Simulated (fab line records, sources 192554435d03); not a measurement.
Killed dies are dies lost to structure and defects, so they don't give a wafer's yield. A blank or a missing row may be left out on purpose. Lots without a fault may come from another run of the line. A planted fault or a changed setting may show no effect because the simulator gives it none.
A struck lot beside a sound one | flow n5_finfet | 36 steps out of a route of 1938
Sound: wafers L905.4, L905.5, L905.6. Struck: wafer L895.6. (L895.2 of the same lot was not struck and is left out.) The cause comes at the end.
At each step with rows: each side's tool, then ch and its chambers, then its first start. Under that, the readings that differ: sound wafers | struck wafers | difference of the means | sigmas: that difference in standard deviations of wafers without a fault.
alike: readings whose means differ by less than 2 such deviations, and words and numbers that are the same on both sides. not compared: withheld readings, readings that some wafer has no value for, bounds like >300 that may hide the same value, and numbers for which the record gives no deviation and whose values overlap.
The two part at a step that has a row with sigmas, a row that says differs or no value, or rows on one side only. Numbers that don't overlap but have no deviation are shown without sigmas and don't part them. A reading that every wafer of one side lacks parts them only if that side has two wafers or more.

first, 9 steps without rows for these wafers: N5_MOL_CONTACT_COAG_DEVELOP_39 (develop time 30 s); N5_MOL_CONTACT_COAG_DESCUM_45 (chemistry O2, time 7 s); N5_MOL_CONTACT_COAG_ETCH_65 (etches underlayer in N2/H2, target depth 13 nm, time 10.4 s); N5_MOL_CONTACT_COAG_ETCH_66 (etches SiARC in CF4, target depth 13 nm, time 21.7 s); N5_MOL_CONTACT_COAG_ALD_133 (deposits SiO2, target thk 5 nm, pulse time 1 s, co reactant pulse time 1 s); N5_MOL_CONTACT_COAG_ETCHBACK_134 (etches SiO2 in CHF3, target depth 10 nm, time 6.7 s); N5_MOL_CONTACT_COAG_ETCH_67 (etches SOC in N2/H2, target depth 60 nm, overetch 21 nm, time 101.2 s); N5_MOL_CONTACT_COAG_STRIP_68 (strips in N2/H2); N5_MOL_CONTACT_COAG_STRIP_69 (strips in N2/H2).
N5_MOL_CONTACT_COAG_ETCHBACK_136: etches SiO2 in CHF3, target depth 25 nm, time 16.7 s.
  sound on rie_diel-03 ch 0,2,3, day 9 18:08; struck on rie_diel-06 ch 2, day 7 02:34
  reading                                           | sound          | struck | difference | sigmas
  oes_product_au (a.u.)                             | 0.80 0.71 0.89 | 0.51   | -0.29      | -3
  model.SOC_of_MOL_CONTACT_COAG_COAT_62.thk_nm (nm) | 57.2 57 57     | 58.2   | +1.1       |
  alike: drypump_motor_current_A, rf_vpp_V, showerhead_plenum_p_Torr, throttle_valve_pct
  not compared: rf_hours_counter_h
then, 1 step without rows for these wafers: N5_MOL_CONTACT_COAG_STRIP_120 (strips in CHF3).
N5_MOL_CONTACT_COAG_VIA_ETCH_117: etches SiO2 in C4F6/O2, target depth 40 nm, overetch 8 nm, time 26 s.
  sound on rie_diel-03 ch 0,2,3, day 9 18:10; struck on rie_diel-06 ch 2, day 7 02:37
  reading                                      | sound             | struck | difference | sigmas
  model.etch.depth_nm (nm)                     | 40.91 40.13 40.12 | 47.65  | +7.26      |
  model.MOL_CONTACT_COAG.feature_depth_nm (nm) | 41 40.2 40.2      | 47.6   | +7.1       |
  alike: drypump_motor_current_A, oes_product_au, rf_vpp_V, showerhead_plenum_p_Torr, throttle_valve_pct
  not compared: rf_hours_counter_h
N5_MOL_CONTACT_COAG_ETCH_124: etches SiNx in CH3F/O2, stops on SiOC, target depth 6.5 nm.
  sound on rie_diel-03 ch 0,2,3, day 9 18:12; struck on rie_diel-06 ch 2, day 7 02:38
  reading               | sound          | struck | difference | sigmas
  oes_product_au (a.u.) | 0.71 0.62 0.78 | 0.28   | -0.42      | -5
  alike: drypump_motor_current_A, rf_vpp_V, showerhead_plenum_p_Torr, throttle_valve_pct
  not compared: rf_hours_counter_h
N5_MOL_CONTACT_COAG_ETCH_48: etches SiOC in C4F6/O2, target depth 15 nm, overetch 4.5 nm, time 17 s.
  sound on rie_diel-03 ch 0,2,3, day 9 18:15; struck on rie_diel-06 ch 2, day 7 02:40
  reading                                           | sound          | struck | difference | sigmas
  oes_product_au (a.u.)                             | 0.67 0.55 0.70 | 0.26   | -0.38      | -4
  model.SOC_of_MOL_CONTACT_COAG_COAT_62.thk_nm (nm) | 46 45.2 45.6   | 46.8   | +1.2       |
  alike: drypump_motor_current_A, rf_vpp_V, showerhead_plenum_p_Torr, throttle_valve_pct
  not compared: rf_hours_counter_h
then, 20 steps without rows for these wafers: N5_MOL_CONTACT_COAG_STRIP_72 (strips in N2/H2); N5_MOL_CONTACT_COAG_STRIP_49 (strips in N2/H2, time 30 s); N5_MOL_CONTACT_COAG_PRECLEAN_138 (cleans in alkaline clean, time 60 s); N5_MOL_CONTACT_COAG_SRD_139 (time 30 s); N5_MOL_CONTACT_COAG_PRE_CLEAN_121; N5_MOL_CONTACT_COAG_CVD_140 (deposits W, target thk 66.5 nm, time 215 s); N5_MOL_CONTACT_COAG_PRECLEAN_127 (cleans in DIW, time 57.5 s); N5_MOL_CONTACT_COAG_SRD_128 (dry time 32 s); N5_MOL_CONTACT_COAG_CMP_52 (polishes, stops on SiO2, t overpolish 1.5 s, target thk 66.5 nm); N5_MOL_CONTACT_COAG_ANNEAL_112 (time 1800 s); N5_BEOL_M0_SAQP_PECVD_00 (deposits SiCN from 3MS/NH3, target thk 8 nm, time 14 s); N5_BEOL_M0_SAQP_ILD_DEP_01 (deposits SiOC from DEMS/O2, target thk 45.419 nm, time 8.7 s); N5_BEOL_M0_SAQP_HM_DEP_02 (deposits TiN, target thk 12 nm); N5_BEOL_M0_SAQP_PECVD_03 (deposits SiCN from 3MS/NH3, target thk 12 nm, time 21.1 s); N5_BEOL_M0_SAQP_PECVD_96 (deposits a-Si from SiH4/He, target thk 45 nm, time 45.2 s); N5_BEOL_M0_SAQP_PECVD_97 (deposits SiNx from SiH4/NH3/N2, target thk 23 nm, time 19.9 s); N5_BEOL_M0_SAQP_PECVD_04 (deposits a-Si from SiH4/He, target thk 60 nm, time 60.2 s); N5_BEOL_M0_SAQP_HM_DEP_111 (deposits SiO2 from SiH4/N2O, target thk 12 nm, time 7.2 s); N5_BEOL_M0_SAQP_COAT_81 (time 60 s, resist thk 100 nm); N5_BEOL_M0_SAQP_COAT_82 (time 60 s, resist thk 30 nm).
N5_BEOL_M4_RC_MEAS_101:
  the record has rows for the sound wafers here (prober-01 ch 0, day 13 06:04) and none for the struck ones
-- the record jumps here: 8 days lie between the struck wafers' starts before and after (it left off in module BEOL_M4 and takes up again in module PASSIVATION, whose first step shown is number 1936 of the route) --
N5_PASSIVATION_PROBE_49:
  sound on prober-02, day 17 13:35; struck on prober-01, day 15 06:50
  reading                  | sound          | struck | difference | sigmas
  defect_limited_yield (%) | 89.7 89.8 87.6 | 2.5    | -86.5      | -58
  killed_at_contacts       | 6 13 24        | 1055   | +1041      | +99 or more
  killed_dies              | 122 120 146    | 1151   | +1022      | +60
  killed_on_rim            | 13 17 19       | 152    | +136       | +32
  killed_short             | 44 38 52       | 29     | -16        | -2
  sort_bin_5_function (%)  | 5.8 6.4 7.5    | 94.7   | +88.1      | +97
  sort_bin_6_memory (%)    | 4.4 3.7 4.5    | 2.6    | -1.6       | -2
  sort_n_pass              | 1058 1060 1034 | 29     | -1022      | -60
  sort_yield_pct (%)       | 89.7 89.8 87.6 | 2.5    | -86.5      | -58
  alike: killed_at_M0_to_M3, killed_at_M4_up, killed_at_front_end, killed_at_other, killed_open, sort_bin_8_speed

WHERE THEY PART
First at N5_MOL_CONTACT_COAG_ETCHBACK_136; last, within this record, at N5_PASSIVATION_PROBE_49.

WHY: what the simulator had put in
Process parameter drift: rie_diel-06, from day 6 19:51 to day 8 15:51, at N5_MOL_CONTACT_COAG_ETCHBACK_136. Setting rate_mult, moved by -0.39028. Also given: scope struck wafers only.
